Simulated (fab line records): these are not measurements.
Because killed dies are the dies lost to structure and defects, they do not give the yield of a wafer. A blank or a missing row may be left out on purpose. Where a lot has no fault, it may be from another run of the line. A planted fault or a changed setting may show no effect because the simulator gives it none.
Matching of chambers ; flow n5 finfet ; 4 sister chambers for N5_GATE_CUT_ETCH_36 on rie diel-04
The step etches SiARC in CF4, target depth 13 nm, time 21.7 s. 22 wafers are shown with their chamber, then 11 later ones without.

## WAFERS WITH THEIR CHAMBER
wafer;chamber;showerhead plenum p Torr (Torr);throttle valve pct (%);oes product au (a.u.)
L083.1;3;2.26;15.37;0.75
L083.2;2;2.19;15.91;0.58
L083.3;1;2.23;15.72;0.64
L083.4;0;2.11;15.15;0.79
L083.5;0;2.11;15.16;0.79
L083.6;3;2.26;15.40;0.75
L085.1;2;2.19;15.91;0.58
L085.2;0;2.11;15.15;0.78
L085.3;3;2.26;15.40;0.75
L085.4;0;2.11;15.18;0.78
L085.5;3;2.26;15.40;0.74
L085.6;2;2.19;15.91;0.58
L086.3;1;2.23;15.73;0.64
L086.4;0;2.11;15.17;0.77
L086.5;1;2.23;15.72;0.64
L088.2;0;2.11;15.17;0.76
L088.3;3;2.26;15.42;0.73
L088.6;0;2.11;15.19;0.77
L089.1;1;2.22;15.72;0.63
L089.4;1;2.22;15.74;0.64
L089.6;0;2.11;15.19;0.77
L090.1;0;2.11;15.21;0.76

SIGNATURES, as means of the wafers listed above
reading;chamber 0;chamber 1;chamber 2;chamber 3;scatter within a chamber
showerhead plenum p Torr;2.1100;2.2260;2.1900;2.2600;0.00258
throttle valve pct;15.1744;15.7260;15.9100;15.3980;0.0164
oes product au;0.7744;0.6380;0.5800;0.7440;0.00889
Rule: for each reading, subtract the chamber's mean from the wafer's reading, divide by that reading's scatter and square the result; add these up over the readings and take the root, which gives the wafer's distance from the chamber. If the next closest chamber is less than 2 further off than the closest, the wafer can't be placed; otherwise it belongs to the closest. The scatter: take each reading less its chamber's mean, square it, sum over the shown wafers, divide by the number of wafers less the number of chambers, and take the root.

## WAFERS WHOSE CHAMBER IS MISSING
wafer;showerhead plenum p Torr (Torr);throttle valve pct (%);oes product au (a.u.)
L090.3;2.19;15.43;0.84
L090.4;2.25;15.44;0.73
L093.1;2.19;15.42;0.83
L093.2;2.10;15.20;0.75
L093.3;2.22;15.75;0.63
L093.4;2.10;15.20;0.75
L093.5;2.22;15.76;0.63
L093.6;2.19;15.42;0.83
L095.2;2.22;15.76;0.62
L095.4;2.25;15.44;0.72
L095.6;2.10;15.22;0.74

## EACH ONE'S CHAMBER
wafer;from the rows above;in truth
L090.3;3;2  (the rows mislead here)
L090.4;3;3
L093.1;3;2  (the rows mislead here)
L093.2;0;0
L093.3;1;1
L093.4;0;0
L093.5;1;1
L093.6;3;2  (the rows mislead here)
L095.2;1;1
L095.4;3;3
L095.6;0;0
Correct placement for 8 of the 11. Not placeable from these rows: 0. Wrongly placed: 3.
